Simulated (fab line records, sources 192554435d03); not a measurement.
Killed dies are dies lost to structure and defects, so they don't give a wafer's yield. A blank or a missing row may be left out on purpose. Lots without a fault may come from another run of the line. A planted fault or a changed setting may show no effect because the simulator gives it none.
Split-lot experiment | flow n5_finfet | 7 lots, 39 wafers read, on a route of 1938 steps

THE SPLIT
At N5_GATE_CUT_ETCH_58 (etches SiNx in CH3F/O2, target depth 17 nm, time 128.6 s), the setting bias_w was moved away from the recipe's 21 W on 9 of the 39 wafers read, by -5.8% to +18.1%. The other wafers ran this setting at the recipe's value.

The reading is taken at the split's own step.

THE READING
rf_vpp_V, in V, at N5_GATE_CUT_ETCH_58 (etches SiNx in CH3F/O2, target depth 17 nm, time 128.6 s). Fault-free wafers of this fab line usually give 99.2 V, standard deviation 0.9 V.

wafer  | tool, chamber at the split | bias_w as run, W | against the recipe | rf_vpp_V, V | against lot-mates on the recipe
L076.1 | rie_diel-05, 2             | 21               | recipe             | 98.5        | -
L076.2 | rie_diel-05, 0             | 21               | recipe             | 99.8        | -
L076.3 | rie_diel-05, 1             | 21               | recipe             | 100.4       | -
L076.4 | rie_diel-05, 1             | 21               | recipe             | 99.8        | -
L076.5 | rie_diel-05, 2             | 21               | recipe             | 98.0        | -
L076.6 | rie_diel-05, 0             | 21               | recipe             | 101.2       | -
L078.1 | rie_diel-05, 1             | 24.12            | +14.9%             | 109.2       | +10.2
L078.2 | rie_diel-05, 2             | 21               | recipe             | 98.7        | -
L078.3 | rie_diel-05, 0             | 24.12            | +14.9%             | 108.4       | +9.4
L078.4 | rie_diel-05, 1             | 21               | recipe             | 99.9        | -
L078.5 | rie_diel-05, 0             | 21               | recipe             | 98.3        | -
L078.6 | rie_diel-05, 2             | 24.12            | +14.9%             | 108.0       | +9.0
L085.1 | rie_diel-03, 3             | 21               | recipe             | 98.1        | -
L085.2 | rie_diel-03, 2             | 21               | recipe             | 99.7        | -
L085.3 | rie_diel-03, 1             | 21               | recipe             | 98.5        | -
L085.4 | rie_diel-03, 0             | 21               | recipe             | 98.7        | -
L085.5 | rie_diel-03, 0             | 21               | recipe             | 99.2        | -
L085.6 | rie_diel-03, 3             | 21               | recipe             | 98.8        | -
L089.1 | rie_diel-03, 1             | 21               | recipe             | 100.2       | -
L089.2 | rie_diel-03, 3             | 21               | recipe             | 99.4        | -
L089.3 | rie_diel-03, 2             | 21               | recipe             | 101.4       | -
L089.4 | rie_diel-03, 0             | 21               | recipe             | 100.5       | -
L089.5 | rie_diel-03, 3             | 21               | recipe             | 100.4       | -
L089.6 | rie_diel-03, 2             | 21               | recipe             | 98.7        | -
L093.1 | rie_diel-05, 3             | 19.79            | -5.8%              | 95.3        | -4.1
L093.2 | rie_diel-05, 1             | 21               | recipe             | 99.4        | -
L093.3 | rie_diel-05, 0             | 19.79            | -5.8%              | 96.7        | -2.7
L093.4 | rie_diel-05, 2             | 19.79            | -5.8%              | 94.2        | -5.2
L093.5 | rie_diel-05, 2             | 21               | recipe             | 99.4        | -
L093.6 | rie_diel-05, 1             | 21               | recipe             | 99.4        | -
L094.1 | rie_diel-05, 2             | 24.81            | +18.1%             | 108.3       | +9.9
L094.2 | rie_diel-05, 0             | 21               | recipe             | 97.5        | -
L094.3 | rie_diel-05, 1             | 24.81            | +18.1%             | 111.2       | +12.8
L094.4 | rie_diel-05, 2             | 21               | recipe             | 97.8        | -
L094.5 | rie_diel-05, 1             | 24.81            | +18.1%             | 111.0       | +12.6
L094.6 | rie_diel-05, 0             | 21               | recipe             | 99.8        | -
L097.3 | rie_diel-03, 2             | 21               | recipe             | 100.4       | -
L097.4 | rie_diel-03, 1             | 21               | recipe             | 98.3        | -
L097.5 | rie_diel-03, 0             | 21               | recipe             | 98.5        | -

THE FIT
A straight line over all 39 wafers: rf_vpp_V changes by +0.614 V for each +1% of bias_w; r = +0.97; the points scatter about the line by 1 V.
The same after taking each lot's own level away (the mean of its wafers on the recipe; 39 wafers): +0.652 V for each +1%; r = +0.98; scatter 0.89 V.
On that fit, the largest move of bias_w shifts the reading by 12 V.
The lots' own levels span 98.37 to 100.10 V, that is 1.9 times the standard deviation above.
So the lot-to-lot level changes the slope little: the two slopes agree.
Check: with one of the wafers moved furthest among these (+18.1%) left out of the fit, the line predicts +12.2 V for it against its lot-mates. It came out at +9.93 V against them.
Tool readings at the split's step, against how far the setting was moved: rf_vpp_V r = +0.97.

OTHER SPLITS ON THESE WAFERS
These wafers also went through other splits before the reading. Each is held against what the fit with the lots' levels taken away leaves over:
other split on the same wafers | wafers away from the commonest value | r with rf_vpp_V (lot level and that fit taken away)
N5_SD_EPI_N_EPI_21 temp_c      | 15                                   | +0.24
N5_SD_EPI_P_ETCH_36 bias_w     | 15                                   | +0.13

THE FILE'S OWN FIT
rf_vpp_V changes by +0.651 V for each +1% of bias_w, r = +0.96.
